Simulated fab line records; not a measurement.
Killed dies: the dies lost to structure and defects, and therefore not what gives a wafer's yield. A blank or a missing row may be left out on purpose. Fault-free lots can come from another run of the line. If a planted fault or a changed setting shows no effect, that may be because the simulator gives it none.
The tool behind it: which one?	flow nand harc	11 lots, 33 wafers sampled, at 5 steps of a route of 1302

## WHAT THE GAUGES SHOWED, per wafer
NHARC_P_ZERO_WELL_CD_MEAS_11 targets a cd of 500 nm. Usual: 499.8 nm for cd nm, sd 1.2.
lot	measured	on	cd nm (nm)	flag
L671	day 1 21:16	cd sem-02	500.4 500.0 500.4	
L674	day 3 03:19	cd sem-03	499.5 500.0 499.9	
L676	day 3 23:07	cd sem-01	499.8 500.1 497.4	
L677	day 4 09:14	cd sem-01	501.2 499.6 501.5	
L679	day 5 05:14	cd sem-03	499.4 499.3 498.1	
L680	day 5 15:19	cd sem-01	498.9 497.3 496.4	
L689	day 9 09:08	cd sem-03	501.3 499.0 499.1	
L691	day 10 05:14	cd sem-01	500.1 498.5 499.3	
L692	day 10 15:11	cd sem-01	499.6 499.7 500.1	
L693	day 11 01:14	cd sem-02	497.5 499.6 497.8	
L694	day 11 11:15	cd sem-01	500.7 497.8 499.4	

NHARC_P_ZERO_WELL_CD_MEAS_52 targets a cd of 2000 nm. Usual: 1999.9 nm for cd nm, sd 1.4.
lot	measured	on	cd nm (nm)	flag
L671	day 2 01:40	cd sem-01	2000.4 2001.5 2000.6	
L674	day 3 08:10	cd sem-03	1996.7 2000.0 1997.4	
L676	day 4 03:38	cd sem-02	1998.4 2000.0 2000.5	
L677	day 4 13:45	cd sem-02	1998.2 2001.9 1999.9	
L679	day 5 09:45	cd sem-01	1970.0 1968.4 1970.3	OFF
L680	day 5 19:48	cd sem-01	2000.5 1999.0 1999.5	
L689	day 9 13:37	cd sem-03	1999.9 1999.2 2001.0	
L691	day 10 12:04	cd sem-03	2001.2 1999.7 1999.8	
L692	day 10 19:43	cd sem-02	1999.0 1997.6 1999.5	
L693	day 11 05:49	cd sem-03	2001.7 2000.3 1999.8	
L694	day 11 16:34	cd sem-03	2000.1 2001.0 2002.2	

## TOOL THAT RAN EACH LOT (tool first, then ch and the chambers of the sampled wafers, then the start)
lot	NHARC_P_ZERO_WELL_ETCH_63	NHARC_P_ZERO_WELL_DESCUM_26	NHARC_P_ZERO_WELL_EXPOSE_49
L671	rie si-06 ch 0,2, day 1 21:40	rie diel-05 ch 0,1,3, day 1 22:37	krf scanner-03 ch 0, day 2 01:31
L674	rie si-01 ch 0,1, day 3 04:04	rie diel-04 ch 1,2, day 3 05:10	krf scanner-01 ch 0, day 3 08:01
L676	rie si-01 ch 0,2,3, day 3 23:35	rie diel-04 ch 1,2, day 4 00:40	krf scanner-01 ch 0, day 4 03:29
L677	rie si-06 ch 1,3, day 4 09:40	rie diel-02 ch 0,2,3, day 4 10:44	krf scanner-01 ch 0, day 4 13:35
L679	rie si-04 ch 0,1,3, day 5 05:40	rie diel-04 ch 0,1,3, day 5 06:37	krf scanner-02 ch 0, day 5 09:35
L680	rie si-06 ch 0,3, day 5 15:44	rie diel-05 ch 1,2, day 5 16:49	krf scanner-02 ch 0, day 5 19:39
L689	rie si-06 ch 0,3, day 9 09:32	rie diel-02 ch 0,1,2, day 9 10:39	krf scanner-02 ch 0, day 9 13:27
L691	rie si-06 ch 0,3, day 10 05:49	rie diel-05 ch 0,2,3, day 10 06:48	krf scanner-02 ch 0, day 10 11:55
L692	rie si-04 ch 1,2,3, day 10 15:37	rie diel-02 ch 1,2,3, day 10 16:34	krf scanner-03 ch 0, day 10 19:33
L693	rie si-06 ch 0,1,3, day 11 01:39	rie diel-04 ch 1,2,3, day 11 02:47	krf scanner-01 ch 0, day 11 05:40
L694	rie si-04 ch 0,2,3, day 11 12:23	rie diel-02 ch 0,3, day 11 13:28	krf scanner-02 ch 0, day 11 16:25
- NHARC_P_ZERO_WELL_ETCH_63: etches the open film in HBr/Cl2, target depth 120 nm, time 40.1 s.
- NHARC_P_ZERO_WELL_DESCUM_26: chemistry O2, time 3 s.
- NHARC_P_ZERO_WELL_EXPOSE_49: exposes mask P HVPW, target cd 2000 nm.

## WHAT THE TOOLS THEMSELVES READ (means of the sampled wafers that have a number; where no wafer has one, the mark that the record gives instead)
NHARC_P_ZERO_WELL_ETCH_63. Usual: bias w 100.0 W, standard deviation 0.31; drypump motor current A 5.9 A, standard deviation 0.57; oes product au 1.002 a.u., standard deviation 0.0083; throttle valve pct 26.405 %, standard deviation 0.0095.
lot	tool	bias w (W)	drypump motor current A (A)	oes product au (a.u.)	throttle valve pct (%)	flag
L671	rie si-06	99.7	6.5	0.995	26.416	
L674	rie si-01	100.1	6.0	1.001	26.403	
L676	rie si-01	99.9	6.1	1.004	26.413	
L677	rie si-06	100.0	5.1	0.994	26.406	
L679	rie si-04	100.2	5.9	1.007	26.399	
L680	rie si-06	99.8	5.8	0.992	26.404	
L689	rie si-06	99.8	5.8	1.007	26.403	
L691	rie si-06	100.1	5.8	1.006	26.411	
L692	rie si-04	100.1	5.8	1.000	26.402	
L693	rie si-06	100.3	5.5	1.009	26.398	
L694	rie si-04	100.1	5.9	0.996	26.405	

NHARC_P_ZERO_WELL_DESCUM_26. Usual: drypump motor current A 5.6 A, standard deviation 0.45; o2 flow sccm 199.9 sccm, standard deviation 0.62; oes product au 1.000 a.u., standard deviation 0.0073; rf vpp V 57.7 V, standard deviation 0.86; showerhead plenum p Torr 1.88 Torr, standard deviation 0.06; throttle valve pct 11.312 %, standard deviation 0.0083.
lot	tool	drypump motor current A (A)	o2 flow sccm (sccm)	oes product au (a.u.)	rf vpp V (V)	showerhead plenum p Torr (Torr)	throttle valve pct (%)	flag
L671	rie diel-05	5.3	200.4	0.997	58.5	1.94	11.306	
L674	rie diel-04	5.4	200.2	1.011	57.9	1.86	11.313	
L676	rie diel-04	5.6	200.0	1.003	57.8	1.89	11.313	
L677	rie diel-02	5.5	200.1	0.998	57.8	1.89	11.318	
L679	rie diel-04	5.9	200.2	1.000	58.6	1.92	11.309	
L680	rie diel-05	5.8	199.4	0.999	57.7	1.94	11.316	
L689	rie diel-02	5.5	200.0	1.002	57.9	1.87	11.317	
L691	rie diel-05	5.8	200.0	1.001	57.7	1.89	11.313	
L692	rie diel-02	5.7	200.2	1.005	57.6	1.85	11.306	
L693	rie diel-04	5.7	200.5	0.987	58.0	1.89	11.308	
L694	rie diel-02	5.3	200.0	1.005	57.6	1.84	11.318	

NHARC_P_ZERO_WELL_EXPOSE_49. Usual: stage vel mm s 499.96 mm/s, standard deviation 0.29.
lot	tool	stage vel mm s (mm/s)	flag
L671	krf scanner-03	500.11	
L674	krf scanner-01	500.11	
L676	krf scanner-01	499.95	
L677	krf scanner-01	499.95	
L679	krf scanner-02	500.07	
L680	krf scanner-02	499.75	
L689	krf scanner-02	500.12	
L691	krf scanner-02	499.81	
L692	krf scanner-03	500.34	
L693	krf scanner-01	500.16	
L694	krf scanner-02	500.38	

## THE ANSWER, worked out from the rows above alone
Rule: a lot is off if the mean of its wafers that have a number lies more than 3 standard deviations from the usual mean. A lot without any number at a reading at which 4 lots or more have one is off too. Any other lot the step has rows for is counted as sound. The gauges are gone through in route order, then the tools' own readings, and for those a lot's mean is taken as printed above. At the first step where some lot is off, the reading lying furthest off is the one used; lots without a number count as furthest.
Off, at NHARC_P_ZERO_WELL_CD_MEAS_52 on cd nm: L679.
If a tool, at a process step before that reading, ran all the lots that are off and no sound lot after the first of them, it fits. Gauges at NHARC_P_ZERO_WELL_CD_MEAS_52: tried the same way as those tools. Not one of the candidates tried fits.

## WHAT THE SIMULATOR HAD INSERTED
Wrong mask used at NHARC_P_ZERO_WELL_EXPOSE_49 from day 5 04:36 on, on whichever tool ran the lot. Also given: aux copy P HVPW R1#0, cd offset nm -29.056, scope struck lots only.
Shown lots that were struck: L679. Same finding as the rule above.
